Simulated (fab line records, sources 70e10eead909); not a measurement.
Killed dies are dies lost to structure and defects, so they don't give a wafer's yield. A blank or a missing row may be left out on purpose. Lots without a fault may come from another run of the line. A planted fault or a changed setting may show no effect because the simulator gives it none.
fab line records | flow nand_harc | part 2 of 2: steps 24 to 30 of 30
record lots=5 wafers=15 last_day=23
route steps=1159 shown A_CONTACT@878
lots that met no fault: from a run of the same line without faults
start_h: hours from the record's first day to the start of the lot's first wafer shown | wait_h: hours since the lot's step before | " the same as in the row above | L1.1+2: a row that stands for several wafers | - no value, or no start given | * or withheld: withheld | < > ~ a bound
route shown NAME@n: a module of which the file shows steps, and the number in the route of the first | usual: mean/standard deviation of fault-free wafers | same: alike in all rows | chamber/n: place in a boat | sites: the reading at each site | _std_site: their standard deviation | _edge_site: outer sites' mean less inner sites' | radius_mm: how far each site lies from the wafer's centre | mask NAME#n: copy n | behind: the tool/chamber that last shaped the wafer | hold: why the lot was held/for how many hours/how that ended | device: the transistor (n, p or np) that didn't switch | end of line: the same wafers' tests at the end of the route | a step without rows: its recipe alone | killed: dies lost to structure and defects at the first sort, not the wafer's yield | map: a wafer's dies, x killed, . not, _ none there
set.NAME: the setting as run; set.NAME@STEP: as run at that earlier step | model.NAME: the simulator's own value behind a step, which no gauge read
lots at some steps of the route; a table a step, a row a wafer
services: from which hour (start_h, from the record's first day; less than 0 if before it) a tool's chamber was out of use, for how many hours, and why
## steps
# step NHARC_A_CONTACT_ETCH_76
# recipe target_depth_a=2600 over_etch_frac=0.3 time_s=475.3 ion_energy_ev=200 n2_flow_sccm=150 h2_flow_sccm=150 ar_flow_sccm=0 rf_w=400 bias_w=150 chemistry=N2/H2
# usual drypump_motor_current_A=5.6/0.35 oes_product_au=1.007/0.016 rf_fwd_power_W=399.3/1.3 rf_vpp_V=430/3.2 showerhead_plenum_p_Torr=2.02/0.12 throttle_valve_pct=14.170/0.0093
# same over_etch_frac=0.3
# columns lot.wafer tool chamber start_h wait_h drypump_motor_current_A oes_product_au rf_fwd_power_W rf_hours_counter_h rf_vpp_V showerhead_plenum_p_Torr throttle_valve_pct
L079.3 rie_diel-10 3 - - 5.2 1.017 400.2 11 430 1.99 14.161
L079.1 " 0 " " 5.7 1.018 398.6 10 429 2.01 14.166
L079.5 " 3 " " 5.2 1.017 400.8 - 429 1.99 14.156
L078.4 rie_diel-03 3 - - 5.6 1.007 400.0 2 435 2.22 14.162
L078.1 " 2 " " 5.5 1.006 399.3 2 434 2.18 14.166
L078.5 " 3 " " 5.5 1.007 399.7 - 435 2.22 14.173
L085.2 rie_diel-03 0 - - 5.7 1.010 401.0 21 435 2.16 14.171
L085.5 " 2 " " 5.5 1.011 399.3 - 434 2.17 14.170
L085.6 " 3 " " 5.6 1.025 397.2 - 436 2.21 14.164
L090.3 rie_diel-10 0 - - 5.7 1.004 396.5 25 431 2.00 14.185
L090.4 " 1 " " 5.3 1.027 398.9 24 426 1.88 14.174
L090.6 " 3 " " 5.2 1.016 396.6 - 430 1.98 14.175
L093.4 rie_diel-10 3 - - 5.2 1.006 398.5 28 430 1.98 14.162
L093.3 " 0 " " 5.8 1.012 398.6 29 430 2.00 14.181
L093.1 " 1 " " 5.3 1.022 399.3 27 426 1.88 14.167
# step NHARC_A_CONTACT_ETCH_77
# recipe target_depth_a=726 time_s=36.3 cf4_flow_sccm=100 chf3_flow_sccm=30 ar_flow_sccm=0 rf_w=500 bias_w=200 chemistry=CF4/CHF3
# usual drypump_motor_current_A=5.6/0.38 oes_product_au=0.937/0.024 rf_fwd_power_W=492.7/2.3 rf_vpp_V=370.1/2.9 showerhead_plenum_p_Torr=1.56/0.083 throttle_valve_pct=16.802/0.0094
# columns lot.wafer tool chamber start_h wait_h drypump_motor_current_A oes_product_au rf_fwd_power_W rf_hours_counter_h rf_vpp_V showerhead_plenum_p_Torr throttle_valve_pct
L079.1 rie_diel-10 0 - - 5.7 0.934 493.6 10 370.2 1.55 16.791
L079.3 " 3 " " 5.2 0.945 493.2 11 368.8 1.54 16.795
L079.5 " 1 " " 5.3 0.957 493.8 - 366.3 1.46 16.812
L078.1 rie_diel-03 2 - - 5.5 0.996 492.6 2 374.3 1.67 16.815
L078.4 " 0 " " 5.6 0.972 490.7 3 374.1 1.67 16.787
L078.5 " 3 " " 5.6 0.965 485.9 - 375.7 1.70 16.806
L085.2 rie_diel-03 3 - - 5.5 0.934 486.8 18 374.9 1.70 16.790
L085.6 " 1 " " 5.2 0.933 494.6 - 368.7 1.52 16.815
L085.5 " 2 " " 5.5 0.927 491.4 - 373.9 1.67 16.798
L090.4 rie_diel-10 3 - - 5.2 0.932 497.6 25 368.7 1.53 16.804
L090.3 " 1 " " 5.3 0.933 493.6 24 367.9 1.46 16.796
L090.6 " 2 " " 6.1 0.899 490.8 - 373.7 1.65 16.812
L093.1 rie_diel-10 0 - - 5.7 0.934 492.1 29 369.5 1.54 16.795
L093.3 " 1 " " 5.3 0.946 494.7 27 365.7 1.46 16.815
L093.4 " 3 " " 5.2 0.935 493.3 29 369.3 1.53 16.803
# step NHARC_A_CONTACT_ETCH_78
# recipe target_depth_a=28000 over_etch_frac=0.3 time_s=728 ion_energy_ev=150 o2_flow_sccm=400 cos_flow_sccm=20 ar_flow_sccm=0 rf_w=500 bias_w=300 chemistry=O2/COS
# usual drypump_motor_current_A=5.6/0.38 oes_product_au=1.005/0.016 rf_fwd_power_W=499.3/1.4 rf_vpp_V=313.8/2.3 showerhead_plenum_p_Torr=3.10/0.16 throttle_valve_pct=28.330/0.0087
# same over_etch_frac=0.3
# columns lot.wafer tool chamber start_h wait_h drypump_motor_current_A oes_product_au rf_fwd_power_W rf_hours_counter_h rf_vpp_V showerhead_plenum_p_Torr throttle_valve_pct
L079.1 rie_diel-10 3 - - 5.2 1.014 498.2 11 313.1 3.05 28.321
L079.3 " 0 " " 5.7 1.004 495.7 10 313.8 3.07 28.346
L079.5 " 3 " " 5.2 1.013 500.7 - 313.8 3.05 28.311
L078.1 rie_diel-03 0 - - 5.7 1.007 497.6 4 317.1 3.30 28.317
L078.4 " 1 " " 5.2 1.014 498.5 3 313.9 3.02 28.333
L078.5 " 1 " " 5.2 1.023 499.0 - 311.5 3.02 28.342
L085.2 rie_diel-03 1 - - 5.2 1.018 499.8 19 312.8 3.02 28.330
L085.5 " 0 " " 5.7 1.007 499.7 - 315.9 3.29 28.330
L085.6 " 1 " " 5.2 1.019 499.6 - 312.5 3.02 28.348
L090.4 rie_diel-10 3 - - 5.2 1.021 496.4 25 313.5 3.04 28.329
L090.3 " 0 " " 5.7 0.996 498.5 25 312.7 3.07 28.326
L090.6 " 0 " " 5.7 1.006 498.1 - 314.1 3.07 28.327
L093.3 rie_diel-10 1 - - 5.3 1.034 498.9 28 309.6 2.89 28.336
L093.1 " 2 " " 6.0 0.978 502.6 28 316.2 3.28 28.325
L093.4 " 3 " " 5.2 1.013 500.6 29 314.4 3.04 28.319
# step NHARC_A_CONTACT_ETCH_124
# recipe source_w=withheld pressure_mtorr=20 bias_v=withheld time_s=140 target_depth_a=7000 ar_flow_sccm=withheld c4f8_flow_sccm=withheld o2_flow_sccm=withheld chemistry=C4F8/O2/Ar
# columns lot.wafer tool chamber start_h wait_h rf_hours_counter_h
L079.1 har_cap_etch-02 1 403.79 - 14
L079.3 " 1 " " -
L079.5 " 1 " " -
L078.1 har_cap_etch-01 1 408.45 - 61
L078.4 " 0 " " -
L078.5 " 1 " " -
L085.2 har_cap_etch-01 0 452.67 - 69
L085.5 " 1 " " -
L085.6 " 0 " " -
L090.3 har_cap_etch-01 1 468.48 - -
L090.4 " 0 " " -
L090.6 " 1 " " -
L093.1 har_cap_etch-02 1 481.78 - 31
L093.3 " 0 " " -
L093.4 " 1 " " -
# step NHARC_A_CONTACT_ETCH_125
# recipe source_w=withheld pressure_mtorr=20 bias_v=1200 time_s=155 target_depth_a=9560 ar_flow_sccm=withheld c4f8_flow_sccm=withheld o2_flow_sccm=withheld chemistry=C4F8/O2/Ar
# columns lot.wafer tool chamber start_h wait_h rf_hours_counter_h
L079.1 har_cap_etch-02 1 403.99 0.2 14
L079.3 " 1 " " -
L079.5 " 1 " " -
L078.1 har_cap_etch-01 1 408.71 0.2 61
L078.4 " 0 " " -
L078.5 " 1 " " -
L085.2 har_cap_etch-01 0 452.92 0.2 69
L085.5 " 1 " " -
L085.6 " 0 " " -
L090.3 har_cap_etch-01 1 468.65 0.1 -
L090.4 " 0 " " -
L090.6 " 1 " " -
L093.1 har_cap_etch-02 1 481.96 0.2 31
L093.3 " 0 " " -
L093.4 " 1 " " -
# step NHARC_A_CONTACT_ETCH_126
# recipe source_w=withheld pressure_mtorr=20 bias_v=1200 time_s=155 target_depth_a=9560 ar_flow_sccm=withheld c4f8_flow_sccm=withheld o2_flow_sccm=withheld chemistry=C4F8/O2/Ar
# columns lot.wafer tool chamber start_h wait_h rf_hours_counter_h
L079.1 har_cap_etch-02 1 404.14 0.1 15
L079.3 " 1 " " -
L079.5 " 1 " " -
L078.1 har_cap_etch-01 1 408.85 0.1 61
L078.4 " 0 " " -
L078.5 " 1 " " -
L085.2 har_cap_etch-01 0 453.11 0.2 69
L085.5 " 1 " " -
L085.6 " 0 " " -
L090.3 har_cap_etch-01 1 468.80 0.1 -
L090.4 " 0 " " -
L090.6 " 1 " " -
L093.1 har_cap_etch-02 1 482.11 0.1 31
L093.3 " 0 " " -
L093.4 " 1 " " -
# step NHARC_A_CONTACT_ETCH_127
# recipe source_w=withheld pressure_mtorr=20 bias_v=1200 time_s=155 target_depth_a=9560 ar_flow_sccm=withheld c4f8_flow_sccm=withheld o2_flow_sccm=withheld chemistry=C4F8/O2/Ar
# columns lot.wafer tool chamber start_h wait_h rf_hours_counter_h
L079.1 har_cap_etch-02 1 404.28 0.1 15
L079.3 " 1 " " -
L079.5 " 1 " " -
L078.1 har_cap_etch-01 1 408.99 0.1 61
L078.4 " 0 " " -
L078.5 " 1 " " -
L085.2 har_cap_etch-01 0 453.30 0.2 70
L085.5 " 1 " " -
L085.6 " 0 " " -
L090.3 har_cap_etch-01 1 468.94 0.1 -
L090.4 " 0 " " -
L090.6 " 1 " " -
L093.1 har_cap_etch-02 1 482.25 0.1 31
L093.3 " 0 " " -
L093.4 " 1 " " -
## services
# columns tool chamber start_h hours kind
arfi_scanner-01 - 380.66 4.0 repair
rie_diel-10 0 387.00 - clean
rie_diel-10 1 387.00 - clean
rie_diel-10 2 387.00 - clean
rie_diel-10 3 387.00 - clean
arfi_scanner-01 - 387.45 0.5 repair
wet_bench-01 - 389.60 8.0 pm
rie_diel-03 - 392.56 9.0 pm
acl_dep-03 - 406.51 13.0 pm
rie_diel-10 0 411.51 - clean
rie_diel-10 1 411.51 - clean
rie_diel-10 2 411.51 - clean
rie_diel-10 1 416.03 3.8 repair
pecvd-01 - 418.23 13.0 pm
arfi_scanner-02 - 428.02 4.0 pm
pecvd-03 - 438.89 20.5 repair
litho_track-01 - 443.00 7.0 pm
pecvd-02 2 461.45 3.0 repair
pecvd-03 2 468.50 11.4 repair
pecvd-03 - 473.64 13.0 pm
arfi_scanner-02 - 477.00 0.5 repair
acl_dep-01 - 477.23 13.0 pm
arfi_scanner-02 - 478.07 4.5 repair
har_cap_etch-01 - 479.35 0.7 repair
